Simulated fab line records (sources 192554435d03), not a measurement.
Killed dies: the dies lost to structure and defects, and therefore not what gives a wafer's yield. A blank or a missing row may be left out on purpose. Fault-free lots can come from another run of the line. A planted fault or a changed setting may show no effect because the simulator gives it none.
Problem report, 8D (eight disciplines) form, completed by code | flow n5-finfet | the parts of the form that need people (team, actions taken, sign-off) are left out

== 1. WHAT WENT WRONG ==
VT_P_LONG at N5_BEOL_M4_RC_MEAS_101 reads a mean of -326.1 mV on 2 wafers of 2 lots; wafers without a fault read -276.7 mV with a standard deviation of 2.8. That is -18 standard deviations from the usual mean.
Seen first at day 10 21:26 on prober-01, wafer L190.3. The record has a number at this step for 12 wafers belonging to 4 lots. Rule for "out" (also "out of limits"): further than 4 standard deviations from the usual mean. The rest of the wafers with a number are treated as sound.

== 2. WHAT IT IS; WHAT IT IS NOT ==
question                    | is                                                                            | is not
which readings at this step | VT_P_LONG, IOFF_P, IOFF_P_85C, IOFF_P_LIN, IOFF_P_LONG, ION_P, VT_P, VT_P_LVT | DIBL_N, DIBL_P, IOFF_N, ION_N, SS_N, SS_P, VT_N
which lots                  | L190, L193                                                                    | L189, L200
which wafers of those lots  | L190.3, L193.3                                                                | L190.1, L190.6, L193.2, L193.6
read on which gauges        | prober-01, prober-02                                                          | -
when                        | from day 10 21:26                                                             | up to then (2 sound wafers); but 8 sound wafers of L189, L193, L200 came after

== 3. THE SUSPECTS, EACH WITH WHAT RULES IT OUT ==
Counting: if a tool at a process step up to the reading ran every lot that is out, it stays a suspect. Sound lots after the first of them don't rule it out here, since some wafers of a struck lot are sound.
- ruled out: the gauge at N5_BEOL_M4_RC_MEAS_101. 2 gauges (prober-01, prober-02) read the wafers that are out.
- ald-metal-01 at N5_HKMG_FIN_PWFM_ALD_03 (deposits TiN, target thk 2 nm, pulse time 1 s, purge time 3 s): kept. Every lot that is out went through it, the first being L190 (day 6 05:27); the last sound lot it ran before that was L189 (day 5 21:47).
Left after counting: ald-metal-01 at N5_HKMG_FIN_PWFM_ALD_03.

== 4. THE CAUSE (what the simulator had put in) ==
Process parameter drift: ald-metal-01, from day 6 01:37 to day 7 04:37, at N5_HKMG_FIN_PWFM_ALD_03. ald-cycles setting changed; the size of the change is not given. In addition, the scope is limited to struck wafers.
The count eliminated every tool but this one.

== 5. THE CHAIN OF EFFECTS, in route order ==
Rows list readings where the struck wafers' mean (over those with a number) sits beyond 3 standard deviations from the usual. Scope: only readings with a usual standard deviation given in the record; hours: median across lots of the time from each lot's start at the first step in this table that gives one to its start at this step; sigmas: change in usual standard deviations.
hours | step                    | reading          | usual          | on struck wafers | change    | sigmas
0     | N5_BEOL_M4_RC_MEAS_101  | IOFF_P           | 0.21 nA/um     | 0.03             | -0.18     | -5.0
0     | N5_BEOL_M4_RC_MEAS_101  | IOFF_P_85C       | 3.6 nA/um      | 0.8              | -2.8      | -5.5
0     | N5_BEOL_M4_RC_MEAS_101  | IOFF_P_LIN       | 0.097 nA/um    | 0.016            | -0.081    | -6.8
0     | N5_BEOL_M4_RC_MEAS_101  | IOFF_P_LONG      | 0.000102 nA/um | 0.000052         | -0.000050 | -6.1
0     | N5_BEOL_M4_RC_MEAS_101  | ION_P            | 462 uA/um      | 386              | -76       | -11
0     | N5_BEOL_M4_RC_MEAS_101  | VT_P             | -251 mV        | -299             | -48       | -16
0     | N5_BEOL_M4_RC_MEAS_101  | VT_P_LONG        | -276.7 mV      | -326.1           | -49.4     | -18
0     | N5_BEOL_M4_RC_MEAS_101  | VT_P_LVT         | -98.7 mV       | -148.2           | -49.5     | -18
116   | N5_PASSIVATION_PROBE_49 | sort_bin_8_speed | 0.00 %         | 89.32            | +89.32    | +99 or more
116   | N5_PASSIVATION_PROBE_49 | sort-n-pass      | 1074           | 0                | -1074     | -60
116   | N5_PASSIVATION_PROBE_49 | sort-yield-pct   | 91.0 %         | 0.0              | -91.0     | -61
The process steps in it:
- N5_PASSIVATION_PROBE_49

== 6. WHAT WOULD HAVE CAUGHT IT SOONER ==
In this record the first reading out of limits at a measuring or inspecting step was taken at day 10 21:26, 116 hours after the fault began at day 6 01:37.
Tool readings at N5_HKMG_FIN_PWFM_ALD_03 with a usual standard deviation given in the record: none out on any struck wafer, hence no alarm at a limit of 4 standard deviations on them.
By day 10 21:26, every lot that is out (2) had started N5_HKMG_FIN_PWFM_ALD_03 on ald-metal-01. Tool hold at that time: it would have spared none of them.
